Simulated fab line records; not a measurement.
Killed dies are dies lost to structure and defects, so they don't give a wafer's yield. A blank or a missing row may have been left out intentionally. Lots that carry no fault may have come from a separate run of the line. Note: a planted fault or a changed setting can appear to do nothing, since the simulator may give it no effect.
Which of the tools did it? ; flow n5 finfet ; 66 wafers from 22 lots sampled at 3 of the route's 1938 steps

== WHAT EACH GAUGE READ, for each wafer ==
N5_BEOL_M0_SAQP_OVL_MEAS_41.
lot;measured;on;M0_CUT1_OVL (nm)
L074;day 5 20:45;overlay-01;1.6 0.8 1.7
L075;day 5 23:56;overlay-02;0.4 -0.6 0.2
L076;day 6 08:20;overlay-01;1.8 1.7 1.9
L078;day 6 19:02;overlay-02;1.4 0.3 0.3
L079;day 6 20:10;overlay-02;0.0 -0.4 0.3
L080;day 7 00:59;overlay-02;0.2 0.2 0.0
L081;day 7 08:58;overlay-02;1.0 1.2 0.8
L082;day 7 17:19;overlay-01;1.0 0.6 0.7
L083;day 8 00:56;overlay-01;1.3 1.7 2.3
L084;day 8 04:01;overlay-01;1.9 1.2 0.8
L086;day 8 13:25;overlay-01;1.4 1.9 1.3
L085;day 8 20:47;overlay-01;2.2 1.6 1.9
L087;day 9 01:50;overlay-01;0.7 1.1 0.9
L088;day 9 04:30;overlay-02;1.3 0.9 1.0
L089;day 9 12:54;overlay-02;-0.3 -0.4 0.2
L090;day 9 21:20;overlay-02;0.9 -0.1 0.4
L091;day 10 02:07;overlay-02;0.3 -0.3 -0.2
L092;day 10 04:09;overlay-02;1.2 1.2 1.1
L093;day 10 12:19;overlay-02;1.4 -0.5 1.3
L094;day 10 15:11;overlay-02;0.7 -0.3 0.1
L095;day 10 22:24;overlay-02;1.0 1.3 1.7
L097;day 11 10:08;overlay-02;0.5 1.2 1.2

== WHAT TOOL EACH LOT RAN ON (gives the tool, then ch and the chambers of the sampled wafers, and finally the start) ==
lot;N5_BEOL_M0_SAQP_ILD_DEP_01;N5_BEOL_M0_SAQP_STRIP_86
L074;pecvd-03 ch 0,1,2, day 5 12:49;rie diel-03 ch 0,1,3, day 5 16:57
L075;pecvd-02 ch 1,2, day 5 16:57;rie diel-03 ch 0,3, day 5 20:22
L076;pecvd-04 ch 0,1, day 6 02:53;rie diel-06 ch 0,3, day 6 04:53
L078;pecvd-04 ch 0,2, day 6 09:40;rie diel-05 ch 0,2, day 6 15:29
L079;pecvd-02 ch 0,2, day 6 14:20;rie diel-03 ch 0,3, day 6 16:43
L080;pecvd-03 ch 0,2, day 6 20:07;rie diel-06 ch 0,3, day 6 21:19
L081;pecvd-04 ch 0,2, day 7 03:32;rie diel-06 ch 0,2,3, day 7 05:32
L082;pecvd-02 ch 0,2, day 7 11:27;rie diel-03 ch 0,1,3, day 7 13:49
L083;pecvd-02 ch 0,1, day 7 18:29;rie diel-03 ch 1,2, day 7 20:40
L084;pecvd-02 ch 0,2, day 7 22:40;rie diel-05 ch 0,1,3, day 8 00:30
L086;pecvd-04 ch 0,1, day 8 05:59;rie diel-05 ch 0,2,3, day 8 08:17
L085;pecvd-03 ch 0,1, day 8 09:20;rie diel-06 ch 0,3, day 8 12:12
L087;pecvd-02 ch 0,1,2, day 8 19:11;rie diel-03 ch 0,1, day 8 21:26
L088;pecvd-04 ch 0,1,2, day 8 22:10;rie diel-06 ch 0,2, day 9 00:47
L089;pecvd-03 ch 0,1,2, day 9 05:04;rie diel-06 ch 0,3, day 9 07:57
L090;pecvd-02 ch 0,2, day 9 13:22;rie diel-03 ch 0,3, day 9 17:35
L091;pecvd-04 ch 1,2, day 9 17:16;rie diel-03 ch 0,1,3, day 9 20:52
L092;pecvd-03 ch 1,2, day 9 22:23;rie diel-05 ch 1,3, day 9 23:47
L093;pecvd-04 ch 0,1, day 10 05:06;rie diel-03 ch 0,1,3, day 10 08:50
L094;pecvd-02 ch 0,1,2, day 10 09:19;rie diel-06 ch 0,3, day 10 11:34
L095;pecvd-02 ch 1,2, day 10 17:10;rie diel-06 ch 1,2,3, day 10 19:04
L097;pecvd-02 ch 0,2, day 11 04:20;rie diel-05 ch 1,2,3, day 11 06:14
- N5_BEOL_M0_SAQP_ILD_DEP_01: deposits SiOC from DEMS/O2, target thk 45.419 nm, time 8.7 s.
- N5_BEOL_M0_SAQP_STRIP_86: strips in N2/H2.

== AS READ BY THE TOOLS THEMSELVES (means over the sampled wafers that have a number; for cases with no such wafer, the mark the record gives instead) ==
N5_BEOL_M0_SAQP_ILD_DEP_01.
lot;tool;heater power w (W);showerhead plenum p Torr (Torr);susceptor temp C (C);throttle valve pct (%)
L074;pecvd-03;524;5.691;350.11;12.1
L075;pecvd-02;499;5.674;349.94;11.3
L076;pecvd-04;480;5.684;349.90;12.4
L078;pecvd-04;508;5.698;349.71;12.2
L079;pecvd-02;466;5.682;349.92;10.9
L080;pecvd-03;514;5.687;350.18;11.7
L081;pecvd-04;473;5.686;350.19;12.6
L082;pecvd-02;484;5.677;350.15;11.1
L083;pecvd-02;580;5.690;350.07;11.9
L084;pecvd-02;498;5.681;349.94;10.8
L086;pecvd-04;497;5.687;350.05;12.2
L085;pecvd-03;551;5.708;350.06;11.9
L087;pecvd-02;516;5.681;350.06;11.5
L088;pecvd-04;475;5.682;350.28;12.2
L089;pecvd-03;513;5.692;349.85;12.1
L090;pecvd-02;476;5.675;350.04;11.1
L091;pecvd-04;506;5.684;350.07;12.1
L092;pecvd-03;498;5.683;350.05;12.2
L093;pecvd-04;477;5.687;350.01;12.3
L094;pecvd-02;505;5.683;349.98;11.6
L095;pecvd-02;444;5.674;349.86;11.3
L097;pecvd-02;507;5.681;350.04;11.2

N5_BEOL_M0_SAQP_STRIP_86.
lot;tool;drypump motor current A (A);oes product au (a.u.);rf vpp V (V);showerhead plenum p Torr (Torr);throttle valve pct (%)
L074;rie diel-03;5.6;0.74;121.8;3.31;19.31
L075;rie diel-03;5.3;0.75;121.2;3.36;19.38
L076;rie diel-06;5.8;0.80;123.3;3.37;19.12
L078;rie diel-05;5.7;0.84;121.9;3.35;18.74
L079;rie diel-03;5.3;0.73;122.2;3.35;19.38
L080;rie diel-06;5.8;0.80;121.7;3.37;19.13
L081;rie diel-06;5.7;0.79;121.5;3.37;19.09
L082;rie diel-03;5.7;0.72;121.6;3.30;19.34
L083;rie diel-03;6.0;0.79;121.4;3.33;19.00
L084;rie diel-05;5.9;0.81;122.1;3.38;18.90
L086;rie diel-05;5.8;0.85;121.0;3.40;18.86
L085;rie diel-06;5.8;0.85;122.4;3.39;19.07
L087;rie diel-03;6.0;0.71;121.6;3.25;19.30
L088;rie diel-06;5.6;0.71;120.5;3.34;19.14
L089;rie diel-06;5.8;0.79;122.0;3.36;19.15
L090;rie diel-03;5.3;0.72;121.9;3.34;19.43
L091;rie diel-03;5.6;0.72;121.2;3.29;19.37
L092;rie diel-05;6.0;0.84;122.1;3.48;19.07
L093;rie diel-03;5.6;0.71;121.0;3.29;19.39
L094;rie diel-06;5.8;0.83;122.3;3.39;19.11
L095;rie diel-06;5.7;0.76;121.0;3.41;19.10
L097;rie diel-05;5.8;0.81;121.7;3.43;18.94

== THE ANSWER, worked out from the rows above alone ==
Rule: what is usual is taken from the lots themselves. The widest of any qualifying gaps counts: lots, ordered by their means at a reading, are off when they make up no more than a third of the lots, leave a main group of 4 or more, and stand apart from it by 3 or more times the standard deviation of that group's means. The tables above print the reading to a certain number of digits; a main group whose means all agree to those digits is not used. Also off: a lot with no number at a reading for which 4 or more lots have one. Where the step has rows for the other lots, those lots are counted as sound. The gauges are gone through in route order, then the tools' own readings, and for those a lot's mean is taken as printed above. The first step at which some lot is off is used, and at that step the reading that is off furthest; a lot without a number counts as furthest.
Across all readings shown, no lot is off: no conclusion can be drawn from this.

== WHAT THE SIMULATOR HAD INSERTED ==
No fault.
